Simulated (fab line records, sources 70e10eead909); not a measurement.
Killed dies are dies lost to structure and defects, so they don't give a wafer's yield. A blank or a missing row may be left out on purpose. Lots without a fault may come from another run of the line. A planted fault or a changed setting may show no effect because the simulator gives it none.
fab line records | flow nand_harc
record lots=7 wafers=21 last_day=24
route steps=1159 shown P_GATE@119 END@1159
lots that met no fault: from a run of the same line without faults
start_h: hours from the record's first day to the start of the lot's first wafer shown | wait_h: hours since the lot's step before | " the same as in the row above | L1.1+2: a row that stands for several wafers | - no value, or no start given | * or withheld: withheld | < > ~ a bound
route shown NAME@n: a module of which the file shows steps, and the number in the route of the first | usual: mean/standard deviation of fault-free wafers | same: alike in all rows | chamber/n: place in a boat | sites: the reading at each site | _std_site: their standard deviation | _edge_site: outer sites' mean less inner sites' | radius_mm: how far each site lies from the wafer's centre | mask NAME#n: copy n | behind: the tool/chamber that last shaped the wafer | hold: why the lot was held/for how many hours/how that ended | device: the transistor (n, p or np) that didn't switch | end of line: the same wafers' tests at the end of the route | a step without rows: its recipe alone | killed: dies lost to structure and defects at the first sort, not the wafer's yield | map: a wafer's dies, x killed, . not, _ none there
set.NAME: the setting as run; set.NAME@STEP: as run at that earlier step | model.NAME: the simulator's own value behind a step, which no gauge read
lots at some steps of the route; a table a step, a row a wafer
services: from which hour (start_h, from the record's first day; less than 0 if before it) a tool's chamber was out of use, for how many hours, and why
## steps
# step NHARC_P_GATE_EXPOSE_08
# recipe na=0.6 dose_mj=16.75 mask_id=P_HV
# step NHARC_P_GATE_PEB_09
# recipe peb_temp_c=118 peb_time_s=85
# step NHARC_P_GATE_DEVELOP_10
# recipe time_s=70
# step NHARC_P_GATE_CD_MEAS_11
# recipe target_cd_nm=1640 landing_energy_ev=500
# usual cd_nm=1640.0/1.4
# columns lot.wafer tool chamber start_h wait_h cd_nm
L330.1 cd_sem-03 0 80.48 - 1641.1
L330.3 " 0 " " 1637.3
L330.5 " 0 " " 1639.1
L335.1 cd_sem-03 0 99.38 - 1640.6
L335.4 " 0 " " 1642.1
L335.5 " 0 " " 1640.1
L334.2 cd_sem-03 0 99.54 - 1637.6
L334.4 " 0 " " 1640.9
L334.5 " 0 " " 1639.5
L340.2 cd_sem-03 0 139.37 - 1638.2
L340.3 " 0 " " 1638.2
L340.5 " 0 " " 1638.7
L342.2 cd_sem-02 0 154.90 - 1638.6
L342.3 " 0 " " 1638.0
L342.6 " 0 " " 1639.4
L343.1 cd_sem-03 0 155.06 - 1639.0
L343.3 " 0 " " 1641.4
L343.6 " 0 " " 1639.4
L345.2 cd_sem-02 0 167.02 - 1640.9
L345.4 " 0 " " 1642.2
L345.6 " 0 " " 1640.4
# step NHARC_P_GATE_HARDBAKE_12
# recipe temp_c=125 time_s=80
# step NHARC_P_GATE_DESCUM_13
# recipe time_s=3 o2_flow_sccm=200 ar_flow_sccm=0 bias_power_w=0 chemistry=O2
# usual drypump_motor_current_A=5.76/0.28 oes_product_au=1.001/0.0077 rf_vpp_V=57.9/0.8 showerhead_plenum_p_Torr=1.97/0.08 throttle_valve_pct=11.311/0.0093
# columns lot.wafer tool chamber start_h wait_h drypump_motor_current_A oes_product_au rf_hours_counter_h rf_vpp_V showerhead_plenum_p_Torr throttle_valve_pct
L330.3 rie_diel-07 2 80.64 - 6.02 1.006 8 57.2 1.84 11.312
L330.1 " 0 " " 6.26 0.986 8 57.5 1.79 11.330
L330.5 " 2 " " 6.02 1.008 - 57.4 1.84 11.306
L335.1 rie_diel-10 1 99.54 - 5.64 1.008 18 58.4 1.92 11.320
L335.4 " 0 " " 5.30 0.994 19 59.1 2.04 11.286
L335.5 " 2 " " 6.06 1.006 - 59.2 1.99 11.318
L334.4 rie_diel-07 3 99.71 - 5.71 0.985 15 58.8 1.98 11.324
L334.2 " 1 " " 5.61 0.992 13 57.8 1.82 11.316
L334.5 " 3 " " 5.67 1.002 - 58.1 1.98 11.314
L340.3 rie_diel-10 0 139.55 - 5.30 1.009 24 59.1 2.03 11.300
L340.2 " 1 " " 5.62 1.010 23 57.4 1.92 11.330
L340.5 " 3 " " 5.89 1.003 - 57.5 2.05 11.283
L342.2 rie_diel-10 0 155.06 - 5.30 1.009 27 58.5 2.03 11.314
L342.3 " 1 " " 5.62 1.004 26 58.1 1.92 11.318
L342.6 " 1 " " 5.62 1.009 - 58.6 1.92 11.319
L343.1 rie_diel-10 3 155.22 - 5.90 0.999 23 57.9 2.05 11.314
L343.3 " 2 " " 6.03 0.987 24 57.5 1.99 11.307
L343.6 " 3 " " 5.89 0.995 - 59.0 2.05 11.308
L345.2 rie_diel-10 0 167.23 - 5.32 1.005 29 58.1 2.03 11.305
L345.4 " 1 " " 5.62 1.011 28 58.5 1.92 11.302
L345.6 " 0 " " 5.32 1.009 - 58.8 2.03 11.304
# step NHARC_P_GATE_ETCH_14
# recipe target_depth_a=488 chemistry=dHF material=SiO2
# step NHARC_P_GATE_STRIP_15
# recipe time_s=780 temp_c=130 chemistry=SPM
# step NHARC_P_GATE_PRECLEAN_71
# recipe time_s=* temp_c=50 bath_age_min=0 chemistry=SC1
# step NHARC_P_GATE_SRD_72
# step NHARC_P_GATE_OXIDE_16
# recipe target_thk_a=30 temp_c=875 ox_time_s=392 material=SiO2
# step NHARC_P_GATE_CVD_17
# recipe target_thk_a=1500 temp_c=620 time_s=900 material=poly-Si
# step NHARC_P_GATE_HM_DEP_102
# recipe target_thk_a=1200 temp_c=400 material=aC
# usual throttle_valve_pct=35.001/0.0088
# columns lot.wafer tool chamber start_h wait_h throttle_valve_pct
L330.1 acl_dep-01 0 93.26 0.4 35.006
L330.3 " 0 " " 34.998
L330.5 " 0 " " 34.998
L335.1 acl_dep-01 0 111.30 0.4 35.009
L335.4 " 0 " " 34.981
L335.5 " 0 " " 34.998
L334.2 acl_dep-02 0 111.41 0.5 34.998
L334.4 " 0 " " 34.992
L334.5 " 0 " " 34.997
L340.2 acl_dep-02 0 152.21 1.1 35.007
L340.3 " 0 " " 35.008
L340.5 " 0 " " 35.000
L343.1 acl_dep-01 0 169.48 2.5 35.005
L343.3 " 0 " " 35.008
L343.6 " 0 " " 34.993
L343.1 acl_dep-01 0 170.77 1.2 34.984
L343.3 " 0 " " 35.012
L343.6 " 0 " " 34.998
L342.2 acl_dep-01 0 170.23 3.2 34.997
L342.3 " 0 " " 34.996
L342.6 " 0 " " 34.990
L342.2 acl_dep-03 0 171.44 1.1 35.019
L342.3 " 0 " " 35.010
L342.6 " 0 " " 34.988
L345.2 acl_dep-03 0 180.35 1.2 35.015
L345.4 " 0 " " 35.003
L345.6 " 0 " " 35.002
L345.2 acl_dep-02 0 182.62 2.2 35.008
L345.4 " 0 " " 34.996
L345.6 " 0 " " 34.992
# step NHARC_P_GATE_DEP_103
# recipe target_thk_a=300 target_thk_nm=30 temp_c=400 flow_sccm=200 rf_w=350 material=SiON
# usual heater_power_w=734/82
# columns lot.wafer tool chamber start_h wait_h heater_power_w since_wet_clean_h
L330.1 pecvd-01 1 93.92 0.6 689 25
L330.3 " 2 " " 767 -
L330.5 " 2 " " 764 -
L334.2 pecvd-04 2 111.96 0.4 753 85
L334.5 " 2 " " 766 -
L334.4 " 1 " " 722 -
L335.1 pecvd-01 0 111.99 0.6 805 43
L335.5 " 2 " " 661 -
L335.4 " 1 " " 644 -
L340.3 pecvd-01 1 152.77 0.3 566 84
L340.2 " 0 " " 847 84
L340.5 " 0 " " 851 -
L343.3 pecvd-01 1 171.47 0.4 638 102
L343.1 " 2 " " 752 102
L343.6 " 0 " " 725 -
L342.2 pecvd-03 2 172.22 0.7 783 48
L342.3 " 0 " " 703 48
L342.6 " 0 " " 717 -
L345.2 pecvd-03 0 183.17 0.5 733 59
L345.4 " 0 " " 743 -
L345.6 " 1 " " 914 -
# step NHARC_END_SORT_01
# recipe temp_c=25
# usual killed_at_array=28/12 killed_at_other=0.8/1.1 killed_at_periphery=3.6/2.3 killed_dies=32/12 killed_open=3.4/1.9 killed_short=2.0/1.3
# same gross_dies=677
# columns lot.wafer tool chamber start_h wait_h killed_at_array killed_at_other killed_at_periphery killed_dies killed_open killed_short
L330.1 prober-01 0 448.73 2.5 21 0 1 22 2 2
L330.3 prober-01 0 450.34 3.1 22 0 1 23 1 3
L330.5 prober-01 0 451.96 3.7 16 0 0 16 2 0
L334.2 prober-01 0 457.36 2.8 21 0 1 22 3 4
L334.4 prober-01 0 458.94 3.4 20 0 2 22 1 1
L334.5 prober-01 0 459.74 3.7 26 0 3 29 5 3
L340.2 prober-01 0 512.69 2.8 22 0 3 25 0 1
L340.3 prober-01 0 513.49 3.1 29 0 3 32 4 1
L340.5 prober-01 0 515.09 3.7 25 0 4 29 5 0
L342.2 prober-02 0 528.68 2.8 11 1 6 18 2 0
L342.3 prober-02 0 529.48 3.1 11 0 6 17 4 1
L342.6 prober-02 0 531.88 4.0 12 0 8 20 2 4
L345.2 prober-02 0 563.49 2.8 40 2 3 45 2 0
L345.4 prober-02 0 565.08 3.4 35 4 4 43 4 0
L345.6 prober-02 0 566.68 4.0 47 1 7 55 7 2
L343.1 prober-01 0 575.53 2.5 45 0 3 48 3 0
L343.3 prober-01 0 577.14 3.1 37 0 6 43 6 1
L343.6 prober-01 0 579.56 4.0 41 1 5 47 4 3
# killed by level:class
L330.1 A_SLIT:chamber_film_flake=9 A_CHANNEL_HOLE_D1:chamber_film_flake=4 A_WL_FILL:chamber_film_flake=2 A_CONTACT:chamber_film_flake=2 P_CONTACT:geometric_particle:short=1 A_ONON_D1:geometric_particle:short=1 A_WL_FILL:geometric_particle:open=1 A_BLC:geometric_particle:open=1
L330.3 A_SLIT:chamber_film_flake=10 A_CHANNEL_HOLE_D1:chamber_film_flake=3 A_WL_FILL:geometric_particle:short=2 A_CONTACT:chamber_film_flake=2 A_SOURCE_PLATE:geometric_particle:open=1 A_ONON_D1:geometric_particle:short=1 P_M2:chamber_film_flake=1 A_CHANNEL_FILL_D1:chamber_film_flake=1
L330.5 A_SLIT:chamber_film_flake=8 A_CONTACT:geometric_particle:open=2 A_CHANNEL_HOLE_D1:chamber_film_flake=2 A_WL_FILL:chamber_film_flake=2 A_STAIRCASE:chamber_film_flake=1 A_CONTACT:chamber_film_flake=1
L334.2 A_CHANNEL_HOLE_D1:chamber_film_flake=12 A_CONTACT:chamber_film_flake=2 P_M0:geometric_particle:short=1 A_CHANNEL_HOLE_D1:geometric_particle:short=1 A_CHANNEL_FILL_D1:geometric_particle:open=1 A_CONTACT:geometric_particle:short=1 A_CONTACT:geometric_particle:open=1 A_M0:geometric_particle:short=1
L334.4 A_CHANNEL_HOLE_D1:chamber_film_flake=12 A_STAIRCASE:chamber_film_flake=5 A_CONTACT:chamber_film_flake=3 P_CONTACT:geometric_particle:short=1 P_M0:geometric_particle:open=1
L334.5 A_CHANNEL_HOLE_D1:chamber_film_flake=14 A_CONTACT:chamber_film_flake=4 A_CONTACT:geometric_particle:open=3 A_ONON_D1:geometric_particle:short=2 P_GATE:geometric_particle:short=1 A_WL_FILL:geometric_particle:open=1 A_M0:geometric_particle:open=1 P_STI:chamber_film_flake=1
L340.2 A_CHANNEL_HOLE_D1:chamber_film_flake=15 A_STAIRCASE:chamber_film_flake=3 A_CONTACT:chamber_film_flake=3 A_M0:geometric_particle:short=1 P_STI:chamber_film_flake=1 P_GATE:chamber_film_flake=1 P_BONDPAD:chamber_film_flake=1
L340.3 A_CHANNEL_HOLE_D1:chamber_film_flake=13 A_STAIRCASE:chamber_film_flake=9 A_CONTACT:chamber_film_flake=3 P_M1:geometric_particle:open=1 P_M2:geometric_particle:open=1 A_CHANNEL_HOLE_D1:geometric_particle:short=1 A_SGD_CUT:geometric_particle:open=1 A_SLIT:geometric_particle:open=1
L340.5 A_CHANNEL_HOLE_D1:chamber_film_flake=16 A_STAIRCASE:chamber_film_flake=3 A_CONTACT:chamber_film_flake=2 P_M0:geometric_particle:open=1 P_M1:geometric_particle:open=1 A_CHANNEL_FILL_D1:geometric_particle:open=1 A_CONTACT:geometric_particle:open=1 A_M0:geometric_particle:open=1
L342.2 A_CHANNEL_HOLE_D1:chamber_film_flake=6 P_BONDPAD:chamber_film_flake=4 A_STAIRCASE:chamber_film_flake=3 P_CONTACT:geometric_particle:open=1 A_CONTACT:geometric_particle:open=1 P_ZERO_WELL:chamber_film_flake=1 A_WL_FILL:chamber_film_flake=1 THIN_TSV:chamber_film_flake=1
L342.3 A_CHANNEL_HOLE_D1:chamber_film_flake=5 A_CONTACT:geometric_particle:open=2 P_GATE:chamber_film_flake=2 P_M1:chamber_film_flake=2 A_ONON_D1:geometric_particle:open=1 A_ONON_D1:geometric_particle:short=1 A_CHANNEL_HOLE_D1:geometric_particle:open=1 P_ZERO_WELL:chamber_film_flake=1
L342.6 P_BONDPAD:chamber_film_flake=3 A_CHANNEL_HOLE_D1:chamber_film_flake=3 A_STAIRCASE:chamber_film_flake=3 A_CHANNEL_FILL_D1:geometric_particle:short=2 P_M1:chamber_film_flake=2 P_CONTACT:geometric_particle:open=1 P_M0:geometric_particle:short=1 A_CHANNEL_HOLE_D1:geometric_particle:short=1
L345.2 A_SLIT:chamber_film_flake=20 A_CHANNEL_HOLE_D1:chamber_film_flake=8 A_STAIRCASE:chamber_film_flake=7 P_ZERO_WELL:chamber_film_flake=2 A_CONTACT:chamber_film_flake=2 THIN_TSV:chamber_film_flake=2 A_CONTACT:geometric_particle:open=1 A_M0:geometric_particle:open=1
L345.4 A_SLIT:chamber_film_flake=14 A_STAIRCASE:chamber_film_flake=7 A_CHANNEL_HOLE_D1:chamber_film_flake=6 P_ZERO_WELL:chamber_film_flake=4 THIN_TSV:chamber_film_flake=4 A_CONTACT:chamber_film_flake=2 A_CHANNEL_HOLE_D1:geometric_particle:open=1 A_CHANNEL_FILL_D1:geometric_particle:open=1
L345.6 A_SLIT:chamber_film_flake=16 A_CHANNEL_HOLE_D1:chamber_film_flake=8 A_STAIRCASE:chamber_film_flake=7 A_CONTACT:geometric_particle:open=5 P_ZERO_WELL:chamber_film_flake=5 A_CONTACT:chamber_film_flake=3 A_WL_FILL:chamber_film_flake=3 A_WL_FILL:unspecified=2
L343.1 A_CHANNEL_HOLE_D1:chamber_film_flake=18 A_SLIT:chamber_film_flake=14 A_CONTACT:chamber_film_flake=5 A_STAIRCASE:chamber_film_flake=4 A_CONTACT:geometric_particle:open=2 A_CHANNEL_FILL_D1:chamber_film_flake=2 P_GATE:geometric_particle:open=1 P_GATE:chamber_film_flake=1
L343.3 A_CHANNEL_HOLE_D1:chamber_film_flake=13 A_SLIT:chamber_film_flake=9 A_CONTACT:chamber_film_flake=5 P_M1:chamber_film_flake=4 A_STAIRCASE:chamber_film_flake=4 A_BLC:geometric_particle:open=2 P_CONTACT:geometric_particle:open=1 P_M1:geometric_particle:open=1
L343.6 A_CHANNEL_HOLE_D1:chamber_film_flake=15 A_SLIT:chamber_film_flake=12 A_STAIRCASE:chamber_film_flake=4 P_M1:chamber_film_flake=3 A_CONTACT:chamber_film_flake=3 A_ONON_D1:geometric_particle:open=2 P_STI:geometric_particle:short=1 P_CONTACT:geometric_particle:open=1
## services
# columns tool chamber start_h hours kind
rie_diel-10 0 57.59 - clean
rie_diel-10 1 57.59 - clean
rie_diel-10 2 57.59 - clean
rie_diel-10 3 57.59 - clean
rie_diel-10 0 82.09 - clean
rie_diel-10 1 82.09 - clean
rie_diel-10 2 82.09 - clean
rie_diel-10 3 82.09 - clean
pecvd-04 - 83.57 1.8 repair
pecvd-01 0 83.88 10.2 repair
pecvd-01 1 94.73 4.3 repair
rie_diel-10 0 106.59 - clean
rie_diel-10 1 106.59 - clean
rie_diel-10 2 106.59 - clean
rie_diel-10 3 106.59 - clean
pecvd-03 - 111.13 13.0 pm
acl_dep-01 - 113.28 13.0 pm
rie_diel-10 - 126.92 0.3 repair
pecvd-03 - 131.03 1.6 repair
rie_diel-10 0 131.29 - clean
acl_dep-02 - 167.60 13.0 pm
pecvd-04 0 173.74 7.8 repair
rie_diel-10 - 176.58 9.0 pm
rie_diel-07 2 177.36 4.5 repair
## key
first_sign step=NHARC_P_GATE_HM_DEP_102 reading=visit direction=added
effect none on later readings
met_at NHARC_P_GATE_HM_DEP_102
struck_wafers L342.2,L342.3,L342.6,L343.1,L343.3,L343.6,L345.2,L345.4,L345.6
tester_left_out L342,L343,L345
fault kind=repeated_step_whole tool=acl_dep-01,acl_dep-02,acl_dep-03 chamber=- onset_h=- steps=NHARC_P_GATE_HM_DEP_102 times=1 scope=struck_lots_only
# tester_left_out: of these lots the tester's yield and bins aren't shown, on N5 and GAA mostly nor the transistor test; their killed dies are dies lost to structure and defects alone, not to doping, threshold or leakage, so they don't give the yield
